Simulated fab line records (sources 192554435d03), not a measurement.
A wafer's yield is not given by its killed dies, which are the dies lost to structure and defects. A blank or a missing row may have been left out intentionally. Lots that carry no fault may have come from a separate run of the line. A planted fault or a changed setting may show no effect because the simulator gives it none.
Comparing a struck lot with a sound one | flow n5-finfet | 41 out of 1938 route steps
Sound: the wafers L684.2, L684.5, L684.6. Struck: wafer L687.5. At the end, the cause is stated.
Each step with rows lists, per side, the tool, then ch with its chambers, then its first start. Under that, the readings that differ: sound wafers | struck wafers | difference of the means | sigmas: that difference in standard deviations of wafers without a fault.
alike: same words and numbers on both sides, and readings whose means sit less than 2 such deviations apart. not compared: any withheld reading, any reading some wafer has no value for, any bound like >300 that may hide the same value, and any number with overlapping values for which the record gives no deviation.
The two part at a step that has a row with sigmas, a row that says differs or no value, or rows on one side only. Numbers that don't overlap but have no deviation are shown without sigmas and don't part them. A reading missing from all wafers of one side parts the sides only when that side holds two or more wafers.

N5_BEOL_M7_CD_MEAS_35: target cd 40 nm.
  sound: cd-sem-01 at day 10 10:46; struck: cd-sem-03 at day 10 23:28
  alike: cd-nm
N5_BEOL_M7_CURE_75: cures SiCOH lowk, time 120 s.
  sound on uv-cure-03 ch 0, day 10 10:51; struck on uv-cure-01 ch 0, day 10 23:43
  alike: lamp-power-pct, wafer_temp_C_max
then, 7 steps without rows for these wafers: N5_BEOL_M7_DEGAS_44 (time 60 s); N5_BEOL_M7_PRE_CLEAN_45 (time 30 s); N5_BEOL_M7_ALD_77 (deposits TaN, target thk 2 nm, pulse time 2 s, purge time 3 s); N5_BEOL_M7_SURFACE_TREAT_79; N5_BEOL_M7_CVD_78 (deposits Co from CCTBA/H2, target thk 2 nm, time 142.3 s); N5_BEOL_M7_SPUTTER_48 (material Cu, target thk 10 nm, time 1.667 s); N5_BEOL_M7_ECD_50 (material Cu, target thk 300 nm).
N5_BEOL_M7_ANNEAL_51: time 90 s.
  sound on rtp-anneal-02 ch 0, day 10 12:55; struck on rtp-anneal-01 ch 0, day 11 01:28
  alike: wafer_temp_C_max
then, 1 step without rows for these wafers: N5_BEOL_M7_CMP_52 (polishes, stops on SiCOH lowk, t overpolish 6.9 s, target thk 80 nm).
N5_BEOL_M7_THK_MEAS_53: measures by xrf.
  sound: film-metro-02 at day 10 13:28; struck: film-metro-02 at day 11 01:53
  alike: M7_THK
N5_BEOL_M7_PRE_CLEAN_55: time 15 s.
  sound on pecvd-01 ch 0,1, day 10 13:30; struck on pecvd-01 ch 1, day 11 01:56
N5_BEOL_M7_DEP_56: deposits SiCN from 3MS/NH3, target thk 10 nm, time 17.5 s.
  sound on pecvd-01 ch 0,1, day 10 13:32; struck on pecvd-01 ch 1, day 11 01:58
  alike: showerhead-plenum-p-Torr, throttle-valve-pct
N5_BEOL_M7_RS_MEAS_57: a four-point-probe measurement.
  sound: film-metro-02 at day 10 13:37; struck: film-metro-02 at day 11 02:01
  alike: M7_RS
N5_BEOL_M8_ILD_DEP_00: deposits SiCOH lowk from DEMS/porogen, target thk 179.75 nm, time 33.4 s.
  sound on pecvd-04 ch 0,2, day 10 13:41; struck on pecvd-03 ch 1, day 11 02:06
  alike: heater-power-outer-w, heater-power-w, showerhead-plenum-p-Torr, throttle-valve-pct
N5_BEOL_M8_CURE_74: cures SiCOH lowk, time 240 s.
  sound on uv-cure-03 ch 2, day 10 13:50; struck on uv-cure-02 ch 1, day 11 02:28
  alike: lamp-power-pct, wafer_temp_C_max
N5_BEOL_M8_THK_MEAS_01:
  sound: film-metro-01 at day 10 14:16; struck: film-metro-01 at day 11 02:40
  alike: M8_ILD_THK
then, 10 steps without rows for these wafers: N5_BEOL_M8_PECVD_70 (deposits SiO2 from TEOS/O2, target thk 20 nm, time 22.7 s); N5_BEOL_M8_HM_DEP_02 (deposits TiN, target thk 20 nm); N5_BEOL_M8_COAT_59 (time 60 s, resist thk 100 nm); N5_BEOL_M8_COAT_60 (time 60 s, resist thk 35 nm); N5_BEOL_M8_COAT_05 (resist thk 90 nm); N5_BEOL_M8_EBR_07; N5_BEOL_M8_SOFTBAKE_06 (time 60 s); N5_BEOL_M8_EXPOSE_08 (exposes mask M8); N5_BEOL_M8_PEB_09 (peb time 60 s); N5_BEOL_M8_DEVELOP_10 (develop time 30 s).
N5_BEOL_M8_CD_MEAS_11: target cd 38.5 nm.
  sound on cd-sem-03 ch 0, day 10 15:34; struck on cd-sem-03 ch 0, day 11 04:22
  alike: cd-nm
N5_BEOL_M8_OVL_MEAS_12:
  sound on overlay-01 ch 0, day 10 15:35; struck on overlay-02 ch 0, day 11 04:23
  reading     | sound        | struck | difference | sigmas
  M8_OVL (nm) | 0.9 -0.1 1.6 | -1.1   | -1.9       | -2
then, 7 steps without rows for these wafers: N5_BEOL_M8_DESCUM_16 (chemistry O2, time 7.9 s); N5_BEOL_M8_ETCH_61 (etches SiARC in CF4, target depth 45.5 nm, time 75.8 s); N5_BEOL_M8_ETCH_62 (etches SOC in N2/H2, target depth 110 nm, overetch 22 nm, time 165 s); N5_BEOL_M8_STRIP_68 (strips in N2/H2); N5_BEOL_M8_STRIP_67 (strips in CF4); N5_BEOL_M8_HM_OPEN_17 (chemistry Cl2/BCl3, target TiN, target depth 20 nm, overetch 6 nm); N5_BEOL_M8_STRIP_19 (strips in O2).
N5_BEOL_M8_CD_MEAS_18: pitch 80 nm, target cd 40 nm.
  sound: cd-sem-01 at day 10 16:07; struck: cd-sem-03 at day 11 04:57
  alike: cd-nm
then, 2 steps without rows for these wafers: N5_BEOL_M8_COAT_63 (time 60 s, resist thk 60 nm); N5_BEOL_M8_COAT_64 (time 60 s, resist thk 12 nm).
-- a jump in the record: the struck wafers' starts before and after are 3 days apart (it breaks off in module BEOL_M8 and resumes in module PASSIVATION, where the first step shown is number 1936 of the route) --
N5_PASSIVATION_PROBE_49:
  the record has rows for the struck wafers here (prober-02, day 14 06:07) and none for the sound ones

== WHERE THEY PART ==
Earliest at N5_BEOL_M8_OVL_MEAS_12; latest, in this record, at N5_PASSIVATION_PROBE_49.

WHY: what the simulator had put in
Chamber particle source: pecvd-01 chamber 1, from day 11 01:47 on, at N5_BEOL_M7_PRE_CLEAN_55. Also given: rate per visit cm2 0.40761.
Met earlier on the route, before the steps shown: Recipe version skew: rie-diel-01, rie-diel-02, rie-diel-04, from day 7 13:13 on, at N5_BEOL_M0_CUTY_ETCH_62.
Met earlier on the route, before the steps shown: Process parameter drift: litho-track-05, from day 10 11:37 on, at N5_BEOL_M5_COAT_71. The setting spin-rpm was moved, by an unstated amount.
